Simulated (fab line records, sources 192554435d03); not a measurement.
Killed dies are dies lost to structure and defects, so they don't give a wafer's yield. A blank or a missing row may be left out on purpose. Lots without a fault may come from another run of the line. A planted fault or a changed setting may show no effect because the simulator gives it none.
fab line records | flow n5_finfet
record lots=5 wafers=15 last_day=18
route steps=1938 shown BEOL_M4@1049 PASSIVATION@1936
lots that met no fault: from a run of the same line without faults
start_h: hours from the record's first day to the start of the lot's first wafer shown | wait_h: hours since the lot's step before | " the same as in the row above | L1.1+2: a row that stands for several wafers | - no value, or no start given | * or withheld: withheld | < > ~ a bound
route shown NAME@n: a module of which the file shows steps, and the number in the route of the first | usual: mean/standard deviation of fault-free wafers | same: alike in all rows | chamber/n: place in a boat | sites: the reading at each site | _std_site: their standard deviation | _edge_site: outer sites' mean less inner sites' | radius_mm: how far each site lies from the wafer's centre | mask NAME#n: copy n | behind: the tool/chamber that last shaped the wafer | hold: why the lot was held/for how many hours/how that ended | device: the transistor (n, p or np) that didn't switch | end of line: the same wafers' tests at the end of the route | a step without rows: its recipe alone | killed: dies lost to structure and defects at the first sort, not the wafer's yield | map: a wafer's dies, x killed, . not, _ none there
set.NAME: the setting as run; set.NAME@STEP: as run at that earlier step | model.NAME: the simulator's own value behind a step, which no gauge read
lots at some steps of the route; a table a step, a row a wafer
services: from which hour (start_h, from the record's first day; less than 0 if before it) a tool's chamber was out of use, for how many hours, and why
## steps
# step N5_BEOL_M4_COAT_76
# recipe resist=underlayer temp_c=205 time_s=60 spin_rpm=1500 resist_thk_nm=5
# step N5_BEOL_M4_COAT_22
# recipe resist=CAR-EUV spin_rpm=1500 resist_thk_nm=30
# step N5_BEOL_M4_EBR_24
# recipe solvent=PGMEA ebr_width_mm=1.5
# step N5_BEOL_M4_SOFTBAKE_23
# recipe temp_c=110 time_s=60 resist=CAR-EUV
# step N5_BEOL_M4_EXPOSE_25
# recipe mask_id=V3 na=0.33 source_shape=quasar sigma_inner=0.2 sigma_outer=0.8 polarization=unpolarized defocus_nm=5 dose_mj=63
# step N5_BEOL_M4_PEB_26
# recipe peb_temp_c=100 peb_time_s=60 resist=CAR-EUV
# step N5_BEOL_M4_DEVELOP_27
# recipe develop_time_s=30 developer=TMAH resist=CAR-EUV rinse_liquid=surfactant_rinse dry=air_spin dev_temp_c=23
# step N5_BEOL_M4_CD_MEAS_28
# recipe target_cd_nm=26.2 landing_energy_ev=500 detector=se_inlens target_cd_y_nm=24.1 polarity=opening
# usual cd_nm=26.13/0.24
# columns lot.wafer tool chamber start_h wait_h cd_nm
L767.1 cd_sem-02 0 184.69 - 26.24
L767.4 " 0 " " 26.20
L767.5 " 0 " " 26.33
L773.2 cd_sem-02 0 242.05 - 25.88
L773.4 " 0 " " 26.13
L773.5 " 0 " " 26.51
L776.1 cd_sem-03 0 247.89 - 26.25
L776.2 " 0 " " 26.33
L776.6 " 0 " " 26.00
L777.1 cd_sem-03 0 249.95 - 26.11
L777.4 " 0 " " 26.42
L777.6 " 0 " " 26.48
L784.1 cd_sem-02 0 298.51 - 26.52
L784.5 " 0 " " 26.50
L784.6 " 0 " " 26.62
# step N5_BEOL_M4_OVL_MEAS_29
# recipe points_per_wafer=522
# usual V3_OVL=0.3/0.64
# columns lot.wafer tool chamber start_h wait_h V3_OVL[nm]
L767.1 overlay-01 0 184.72 0.0 0.4
L767.4 " 0 " " 0.3
L767.5 " 0 " " 0.0
L773.2 overlay-01 0 242.08 0.0 1.5
L773.4 " 0 " " 0.5
L773.5 " 0 " " 0.7
L776.1 overlay-01 0 247.92 0.0 0.1
L776.2 " 0 " " 0.2
L776.6 " 0 " " -0.3
L777.1 overlay-01 0 249.98 0.0 0.4
L777.4 " 0 " " 0.4
L777.6 " 0 " " 0.7
L784.1 overlay-02 0 298.54 0.0 0.1
L784.5 " 0 " " 1.4
L784.6 " 0 " " 0.9
# step N5_BEOL_M4_INSPECT_30
# recipe mode=adi inspect_instrument=brightfield
# usual raw_defect_count=393/93
# columns lot.wafer tool chamber start_h wait_h raw_defect_count
L767.1 defect_inspect-01 - 184.78 0.1 458
L767.4 " - " " 405
L767.5 " - " " 437
L773.2 defect_inspect-01 - 242.13 0.0 483
L773.4 " - " " 414
L773.5 " - " " 387
L776.1 defect_inspect-02 - 247.97 0.1 276
L776.2 " - " " 255
L776.6 " - " " 291
L777.1 defect_inspect-01 - 250.03 0.1 311
L777.4 " - " " 307
L777.6 " - " " 405
L784.1 defect_inspect-02 - 298.60 0.1 368
L784.5 " - " " 474
L784.6 " - " " 313
# step N5_BEOL_M4_DESCUM_33
# recipe chemistry=O2 time_s=7 source_power_w=50 bias_power_w=20 pressure_mtorr=20 rf_frequency_hz=2.712e+07 temp_c=40 resist=CAR-EUV o2_flow_sccm=225
# usual drypump_motor_current_A=5.6/0.42 oes_product_au=0.82/0.088 rf_vpp_V=243.5/1.5 showerhead_plenum_p_Torr=2.13/0.083 throttle_valve_pct=20.46/0.27
# columns lot.wafer tool chamber start_h wait_h drypump_motor_current_A oes_product_au rf_hours_counter_h rf_vpp_V showerhead_plenum_p_Torr throttle_valve_pct
L767.1 rie_diel-01 0 184.81 0.0 5.8 0.94 12 243.5 2.15 20.44
L767.4 " 1 " " 5.1 0.68 227 243.1 2.16 20.84
L767.5 " 2 " " 5.9 1.00 - 246.2 2.28 20.68
L773.2 rie_diel-03 2 242.17 0.0 6.0 0.86 60 244.6 2.22 20.22
L773.4 " 0 " " 5.5 0.72 205 242.2 1.98 20.86
L773.5 " 2 " " 6.0 0.86 - 245.6 2.22 20.23
L776.1 rie_diel-05 0 248.01 0.0 4.7 0.84 65 243.7 2.13 20.19
L776.2 " 2 " " 5.8 0.66 256 242.2 2.06 20.71
L776.6 " 0 " " 4.7 0.84 - 242.7 2.13 20.19
L777.1 rie_diel-03 0 250.19 0.2 5.5 0.71 208 240.5 1.98 20.88
L777.4 " 1 " " 5.0 0.89 24 243.7 2.20 20.18
L777.6 " 2 " " 6.0 0.85 - 243.3 2.22 20.23
L784.1 rie_diel-01 0 299.66 1.1 5.8 0.85 55 243.8 2.13 20.51
L784.5 " 2 " " 5.9 0.89 - 243.9 2.26 20.76
L784.6 " 3 " " 5.6 0.73 - 242.9 2.10 20.33
# step N5_BEOL_M4_ETCH_77
# recipe chemistry=N2/H2 target=underlayer target_depth_a=65 mask_material=CAR-EUV time_s=5.2 ion_energy_ev=200 pressure_mtorr=30 source_w=840 bias_w=150 n2_flow_sccm=200 h2_flow_sccm=200 ends=cleared
# usual drypump_motor_current_A=5.6/0.42 etch_rf_on_time_s=5.21/0.16 oes_product_au=0.69/0.075 rf_vpp_V=525/3.1 showerhead_plenum_p_Torr=2.57/0.098 throttle_valve_pct=17.8/0.38
# columns lot.wafer tool chamber start_h wait_h drypump_motor_current_A etch_rf_on_time_s oes_product_au rf_hours_counter_h rf_vpp_V showerhead_plenum_p_Torr throttle_valve_pct
L767.1 rie_diel-01 0 184.84 0.0 5.8 5.21 0.78 12 526 2.59 17.8
L767.4 " 1 " " 5.1 5.20 0.59 227 525 2.63 18.5
L767.5 " 2 " " 5.9 5.15 0.84 - 528 2.69 17.6
L773.2 rie_diel-03 2 242.20 0.0 6.0 4.93 0.74 60 527 2.67 17.4
L773.4 " 0 " " 5.5 5.35 0.60 205 520 2.42 18.5
L773.5 " 2 " " 6.0 4.89 0.74 - 527 2.67 17.4
L776.1 rie_diel-05 0 248.05 0.0 4.7 5.24 0.70 65 525 2.58 17.5
L776.2 " 2 " " 5.8 5.21 0.56 256 521 2.47 18.0
L776.6 " 0 " " 4.7 5.20 0.69 - 526 2.58 17.5
L777.1 rie_diel-03 0 250.22 0.0 5.5 5.44 0.59 208 519 2.42 18.5
L777.4 " 1 " " 5.0 5.00 0.77 24 528 2.72 17.8
L777.6 " 2 " " 6.0 4.91 0.73 - 530 2.66 17.4
L784.1 rie_diel-01 0 299.69 0.0 5.8 5.21 0.73 55 524 2.57 17.9
L784.5 " 2 " " 5.9 5.17 0.75 - 526 2.67 17.7
L784.6 " 3 " " 5.6 5.40 0.63 - 521 2.53 17.6
# step N5_BEOL_M4_ETCH_69
# recipe chemistry=CF4 target=SiARC target_depth_a=156 mask_material=CAR-EUV time_s=26 ion_energy_ev=80 pressure_mtorr=40 source_w=545 bias_w=36 Ar_flow_sccm=100 cf4_flow_sccm=100 ends=cleared
# usual cf4_flow_sccm=100.00/0.3 drypump_motor_current_A=5.6/0.41 etch_rf_on_time_s=26.1/0.83 oes_product_au=0.70/0.076 rf_vpp_V=184.4/1.2 showerhead_plenum_p_Torr=2.18/0.079 throttle_valve_pct=15.59/0.25
# columns lot.wafer tool chamber start_h wait_h cf4_flow_sccm drypump_motor_current_A etch_rf_on_time_s oes_product_au rf_hours_counter_h rf_vpp_V showerhead_plenum_p_Torr throttle_valve_pct
L767.1 rie_diel-01 0 184.86 0.0 100.26 5.8 26.4 0.79 12 183.9 2.19 15.53
L767.4 " 1 " " 99.76 5.0 26.2 0.58 227 184.0 2.21 16.02
L767.5 " 2 " " 99.74 5.9 26.0 0.86 - 186.0 2.28 15.60
L773.2 rie_diel-03 2 242.22 0.0 100.64 6.0 25.0 0.74 60 184.1 2.26 15.33
L773.4 " 0 " " 100.08 5.5 27.1 0.59 205 183.5 2.04 16.05
L773.5 " 2 " " 100.37 6.0 24.9 0.75 - 186.8 2.26 15.32
L776.1 rie_diel-05 0 248.06 0.0 100.16 4.7 25.9 0.71 65 184.9 2.18 15.38
L776.2 " 2 " " 100.10 5.7 26.1 0.56 256 184.9 2.09 15.89
L776.6 " 0 " " 99.83 4.7 26.1 0.70 - 185.0 2.18 15.39
L777.1 rie_diel-03 0 250.24 0.0 130.58 5.5 25.7 0.60 208 181.7 2.23 17.25
L777.4 " 1 " " 99.91 5.0 24.9 0.77 24 186.3 2.28 15.49
L777.6 " 2 " " 100.03 6.0 24.7 0.74 - 185.4 2.26 15.35
L784.1 rie_diel-01 0 299.71 0.0 99.34 5.8 26.5 0.73 55 184.7 2.18 15.62
L784.5 " 2 " " 99.70 5.9 25.5 0.75 - 186.0 2.27 15.67
L784.6 " 3 " " 100.27 5.6 26.9 0.63 - 184.3 2.13 15.44
# step N5_BEOL_M4_ALD_98
# recipe material=SiO2 target_thk_a=25 temp_c=100 ald_precursor_family=BDEAS ald_co_reactant=O2-plasma pulse_time_s=1 co_reactant_pulse_time_s=1 purge_time_s=2 co_reactant_purge_time_s=2 ald_cycles=17 pressure_torr=2
# usual chamber_pressure_Torr=2.001/0.0044 heater_power_w=79/7.6 precursor_pulse_height_rel=1.002/0.019
# columns lot.wafer tool chamber start_h wait_h chamber_pressure_Torr heater_power_w precursor_pulse_height_rel
L767.1 ald_sin-01 3 186.47 1.6 2.004 78 1.014
L767.4 " 2 " " 2.006 79 1.015
L767.5 " 0 " " 1.997 87 0.979
L773.2 ald_sin-03 1 242.30 0.1 2.007 80 1.013
L773.4 " 2 " " 2.001 72 1.006
L773.5 " 0 " " 1.999 98 1.021
L776.1 ald_sin-04 0 248.15 0.1 1.997 71 1.003
L776.2 " 1 " " 2.003 88 0.984
L776.6 " 1 " " 2.011 89 0.973
L777.1 ald_sin-04 2 250.55 0.3 1.999 81 0.989
L777.4 " 1 " " 2.010 89 1.025
L777.6 " 1 " " 2.002 88 1.024
L784.1 ald_sin-01 0 300.01 0.3 2.002 87 1.028
L784.5 " 3 " " 1.997 77 0.990
L784.6 " 0 " " 1.996 88 1.005
# step N5_BEOL_M4_RC_MEAS_101
# usual DIBL_N=37.5/2.5 DIBL_P=38/3.1 IOFF_N=0.19/0.059 IOFF_P=0.24/0.061 ION_N=679/16 ION_P=465/9.8 SS_N=72.0/0.8 SS_P=73.7/0.86 VT_N=248/4.5 VT_P=-249/3.5
# columns lot.wafer tool chamber start_h wait_h DIBL_N[mV/V] DIBL_P[mV/V] IOFF_N[nA/um] IOFF_P[nA/um] ION_N[uA/um] ION_P[uA/um] SS_N[mV/dec] SS_P[mV/dec] VT_N[mV] VT_P[mV]
L767.1 prober-02 0 191.79 0.0 36.9 36 0.16 0.21 679 465 70.7 72.8 249 -249
L767.4 " 0 " " 33.8 34 0.12 0.18 648 452 70.1 72.9 254 -251
L767.5 " 0 " " 33.0 32 0.11 0.16 653 453 70.1 72.5 255 -252
L773.2 prober-02 0 252.21 0.2 41.4 44 0.33 0.39 689 473 73.4 75.0 238 -242
L773.4 " 0 " " 39.5 39 0.23 0.26 687 466 72.6 72.7 246 -245
L773.5 " 0 " " 39.4 41 0.23 0.28 679 467 72.1 73.8 243 -246
L777.1 prober-01 0 258.07 0.0 35.2 38 0.15 0.23 654 453 71.0 72.2 251 -247
L777.4 " 0 " " 35.1 36 0.16 0.20 672 458 71.7 73.9 248 -250
L777.6 " 0 " " 37.7 40 0.23 0.27 679 459 72.7 74.4 244 -248
L776.1 prober-02 0 258.90 0.0 35.8 33 0.14 0.19 671 466 72.7 72.6 249 -251
L776.2 " 0 " " 40.6 41 0.23 0.31 673 461 72.9 74.7 246 -246
L776.6 " 0 " " 39.1 37 0.20 0.23 669 459 74.1 73.6 253 -251
L784.1 prober-02 0 311.96 0.0 37.4 39 0.18 0.22 683 461 72.1 73.8 248 -250
L784.5 " 0 " " 33.9 35 0.13 0.18 666 458 71.2 73.1 251 -252
L784.6 " 0 " " 38.7 41 0.22 0.27 686 469 72.9 74.3 249 -248
# step N5_PASSIVATION_PROBE_49
# usual defect_limited_yield=91.0/1.4 killed_at_M0_to_M3=35/10 killed_at_M4_up=14/5.5 killed_at_contacts=13/5.6 killed_at_front_end=41/11 killed_at_other=4/3.4 killed_dies=106/16 killed_open=68/12 killed_short=35/7.3 sort_bin_4_leakage=0.3/2.1 sort_bin_5_function=5.3/0.89 sort_bin_6_memory=3.4/0.67 sort_n_pass=1070/28 sort_yield_pct=90.7/2.4
# same gross_dies=1180 killed_at_back_side=0 sort_bin_8_speed[%]=0
# columns lot.wafer tool chamber start_h wait_h defect_limited_yield[%] killed_at_M0_to_M3 killed_at_M4_up killed_at_contacts killed_at_front_end killed_at_other killed_dies killed_open killed_short sort_bin_4_leakage[%] sort_bin_5_function[%] sort_bin_6_memory[%] sort_n_pass sort_yield_pct[%]
L773.2 prober-02 - 355.33 0.1 91.0 47 16 3 36 4 106 70 36 1.5 5.3 3.4 1056 89.5
L773.4 prober-02 - 355.43 0.2 90.4 46 17 11 39 0 113 77 35 0 5.3 4.0 1067 90.4
L773.5 prober-02 - 355.48 0.2 93.1 29 17 7 29 0 82 55 26 0 3.6 3.0 1098 93.1
# killed by level:class
L773.2 BEOL_M3:geometric_particle:open=13 BEOL_M0_SAQP:geometric_particle:short=11 FIN_SAQP:geometric_particle:short=8 STI_FIN_REVEAL:geometric_particle:open=8 FIN_SAQP:geometric_particle:open=7 BEOL_M0_SAQP:geometric_particle:open=6 BEOL_M1:geometric_particle:open=6 BEOL_M4:geometric_particle:open=5
L773.4 BEOL_M3:geometric_particle:open=14 FIN_SAQP:geometric_particle:open=11 MOL_CONTACT_COAG:geometric_particle:open=10 BEOL_M0_SAQP:geometric_particle:short=7 BEOL_M4:geometric_particle:open=7 BEOL_M2:geometric_particle:open=6 BEOL_M0_SAQP:geometric_particle:open=5 BEOL_M0:geometric_particle:short=5
L773.5 BEOL_M3:geometric_particle:open=9 FIN_SAQP:geometric_particle:open=6 BEOL_M4:geometric_particle:open=6 DUMMY_GATE:geometric_particle:open=5 MOL_CONTACT_COAG:geometric_particle:open=5 BEOL_M2:geometric_particle:open=5 FIN_SAQP:geometric_particle:short=3 BEOL_M0_SAQP:geometric_particle:short=3
## services
# columns tool chamber start_h hours kind
rie_diel-03 0 167.94 1.8 repair
ald_sin-01 3 170.45 13.0 repair
ald_sin-04 - 176.75 14.0 pm
ald_sin-04 0 176.75 14.0 vent_cycle
ald_sin-04 1 176.75 14.0 vent_cycle
ald_sin-04 2 176.75 14.0 vent_cycle
ald_sin-01 2 205.75 6.1 repair
ald_sin-03 2 218.60 4.8 repair
ald_sin-01 1 221.23 11.0 repair
rie_diel-01 3 233.35 4.4 repair
ald_sin-03 3 236.10 12.8 repair
rie_diel-05 2 248.24 5.7 repair
rie_diel-01 1 255.78 - clean
rie_diel-01 1 255.78 - consumable_replace:focus_ring
rie_diel-01 1 255.78 26.3 scheduled_down
rie_diel-01 1 255.78 26.3 vent_cycle
rie_diel-03 1 260.43 9.6 repair
ald_sin-03 - 272.49 0.9 repair
rie_diel-03 3 273.20 6.0 repair
rie_diel-05 - 280.28 28.1 pm
ald_sin-04 - 281.11 2.8 pm
ald_sin-04 1 285.11 7.5 repair
ald_sin-01 0 285.58 6.3 repair
ald_sin-04 - 298.63 1.9 repair
## key
first_sign step=N5_BEOL_M4_ETCH_69 reading=cf4_flow_sccm direction=up sigmas=99+ usual=100.00 struck=130.58
effect step=N5_BEOL_M4_ETCH_69 reading=throttle_valve_pct direction=up sigmas=6.6 usual=* struck=*
met_at N5_BEOL_M4_ETCH_69
struck_wafers L777.1
onset_between 242.22 250.24
fault kind=process_parameter_drift tool=rie_diel-03 chamber=0 onset_h=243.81 steps=N5_BEOL_M4_ETCH_69 channel=cf4_flow_sccm offset=30 shape=step end_h=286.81 acts_in=these_recipes_only stated=100
